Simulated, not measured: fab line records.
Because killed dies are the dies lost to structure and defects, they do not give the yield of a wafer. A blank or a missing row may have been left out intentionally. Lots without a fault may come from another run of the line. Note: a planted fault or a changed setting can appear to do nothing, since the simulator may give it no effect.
Chamber matching + flow nand harc + NHARC_A_STAIRCASE_TRIM_220 on rie diel-05: 4 sister chambers
The step chemistry O2, time 211.2 s. 22 wafers are shown with their chamber, then 11 later ones without.

EACH WAFER AND ITS CHAMBER
| wafer  | chamber | showerhead plenum p Torr (Torr) | drypump motor current A (A) | rf vpp V (V) |
|--------|---------|---------------------------------|-----------------------------|--------------|
| L074.1 | 2       | 3.72                            | 4.9                         | 60.5         |
| L074.2 | 3       | 3.42                            | 5.3                         | 58.3         |
| L074.6 | 2       | 3.72                            | 4.9                         | 58.6         |
| L078.4 | 3       | 3.41                            | 5.3                         | 59.2         |
| L078.5 | 1       | 3.34                            | 6.1                         | 58.1         |
| L078.6 | 0       | 3.59                            | 5.2                         | 58.1         |
| L080.1 | 1       | 3.33                            | 6.0                         | 56.5         |
| L080.4 | 0       | 3.59                            | 5.3                         | 57.0         |
| L080.6 | 0       | 3.59                            | 5.3                         | 58.6         |
| L081.1 | 0       | 3.59                            | 5.3                         | 57.3         |
| L081.3 | 3       | 3.41                            | 5.3                         | 57.4         |
| L081.6 | 0       | 3.59                            | 5.3                         | 58.3         |
| L083.1 | 2       | 3.70                            | 4.8                         | 58.3         |
| L083.5 | 1       | 3.33                            | 6.1                         | 56.8         |
| L083.6 | 2       | 3.70                            | 4.9                         | 58.3         |
| L086.1 | 2       | 3.70                            | 4.8                         | 57.3         |
| L086.2 | 0       | 3.58                            | 5.2                         | 59.3         |
| L086.3 | 3       | 3.40                            | 5.3                         | 58.6         |
| L088.1 | 1       | 3.32                            | 6.1                         | 57.1         |
| L088.3 | 0       | 3.58                            | 5.3                         | 57.8         |
| L088.4 | 2       | 3.70                            | 4.9                         | 57.1         |
| L092.1 | 0       | 3.57                            | 5.3                         | 59.1         |

SIGNATURES, as means of the wafers listed above
| reading                  | chamber 0 | chamber 1 | chamber 2 | chamber 3 | scatter within a chamber |
|--------------------------|-----------|-----------|-----------|-----------|--------------------------|
| showerhead plenum p Torr | 3.5850    | 3.3300    | 3.7067    | 3.4100    | 0.00861                  |
| drypump motor current A  | 5.275     | 6.075     | 4.867     | 5.300     | 0.0446                   |
| rf vpp V                 | 58.188    | 57.125    | 58.350    | 58.375    | 0.916                    |
Rule: a wafer's distance from a chamber is the root of the sum, over the readings, of the square of ((its reading less the chamber's mean) divided by the reading's scatter). If the next closest chamber is less than 2 further off than the closest, the wafer can't be placed; otherwise it belongs to the closest. The scatter: the root of (the sum of the squares of (reading less its chamber's mean) over the shown wafers, divided by (wafers less chambers)).

WAFERS WITHOUT THEIR CHAMBER
| wafer  | showerhead plenum p Torr (Torr) | drypump motor current A (A) | rf vpp V (V) |
|--------|---------------------------------|-----------------------------|--------------|
| L092.2 | 3.32                            | 6.0                         | 57.1         |
| L092.4 | 3.69                            | 4.9                         | 56.6         |
| L095.1 | 3.31                            | 6.0                         | 56.0         |
| L095.2 | 3.39                            | 5.3                         | 58.7         |
| L095.5 | 3.39                            | 5.3                         | 57.6         |
| L094.1 | 3.57                            | 5.3                         | 56.9         |
| L094.4 | 3.39                            | 5.3                         | 57.0         |
| L094.6 | 3.57                            | 5.3                         | 57.6         |
| L096.1 | 3.39                            | 5.3                         | 57.0         |
| L096.3 | 3.31                            | 6.1                         | 56.3         |
| L096.6 | 3.69                            | 4.9                         | 57.9         |

WHICH CHAMBER EACH WENT THROUGH
| wafer  | from the rows above | in truth |
|--------|---------------------|----------|
| L092.2 | 1                   | 1        |
| L092.4 | 2                   | 2        |
| L095.1 | 1                   | 1        |
| L095.2 | 3                   | 3        |
| L095.5 | 3                   | 3        |
| L094.1 | 0                   | 0        |
| L094.4 | 3                   | 3        |
| L094.6 | 0                   | 0        |
| L096.1 | 3                   | 3        |
| L096.3 | 1                   | 1        |
| L096.6 | 2                   | 2        |
Placed correctly: 11 of 11. From these rows, 0 cannot be placed. Wrongly placed: 0.
